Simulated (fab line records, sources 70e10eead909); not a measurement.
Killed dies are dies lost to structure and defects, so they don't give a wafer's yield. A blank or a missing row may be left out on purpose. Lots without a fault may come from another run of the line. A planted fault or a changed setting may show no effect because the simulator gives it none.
Chamber matching | flow nand_harc | NHARC_A_WL_FILL_STRIP_29 on rie_diel-03: 4 sister chambers
The step strips in O2, time 20 s. 8 wafers are shown with their chamber, then 8 later ones without.

WAFERS WITH THEIR CHAMBER
wafer  | chamber | drypump_motor_current_A (A) | rf_vpp_V (V)
L081.2 | 2       | 6.2                         | 57.0
L081.4 | 1       | 5.1                         | 57.9
L084.1 | 1       | 5.1                         | 58.4
L084.2 | 2       | 6.1                         | 56.2
L087.1 | 3       | 5.9                         | 59.3
L087.5 | 0       | 5.7                         | 56.8
L087.6 | 3       | 5.9                         | 59.7
L086.1 | 0       | 5.7                         | 57.7

WAFERS WITHOUT THEIR CHAMBER
wafer  | drypump_motor_current_A (A) | rf_vpp_V (V)
L086.3 | 6.2                         | 57.9
L086.6 | 6.1                         | 55.7
L093.1 | 5.9                         | 58.7
L093.3 | 5.7                         | 57.7
L093.4 | 6.1                         | 57.3
L097.1 | 6.1                         | 56.8
L097.2 | 5.9                         | 58.8
L097.4 | 5.7                         | 56.5

WHICH CHAMBER EACH WENT THROUGH
wafer  | from the rows above | in truth
L086.3 | 2                   | 2
L086.6 | 2                   | 2
L093.1 | 3                   | 3
L093.3 | 0                   | 0
L093.4 | 2                   | 2
L097.1 | 2                   | 2
L097.2 | 3                   | 3
L097.4 | 0                   | 0
Placed correctly: 8 of 8. Can't be placed from these rows: 0. Placed wrongly: 0.
How it was worked out, from the rows above alone: a wafer's distance from a chamber is the root of the sum, over the readings, of the square of ((its reading less the chamber's mean) divided by the reading's scatter). The wafer belongs to the nearest chamber; if the next one is less than 2 further off, it can't be placed. A chamber's mean is the mean of its shown wafers. The scatter: the root of (the sum of the squares of (reading less its chamber's mean) over the shown wafers, divided by (wafers less chambers)).
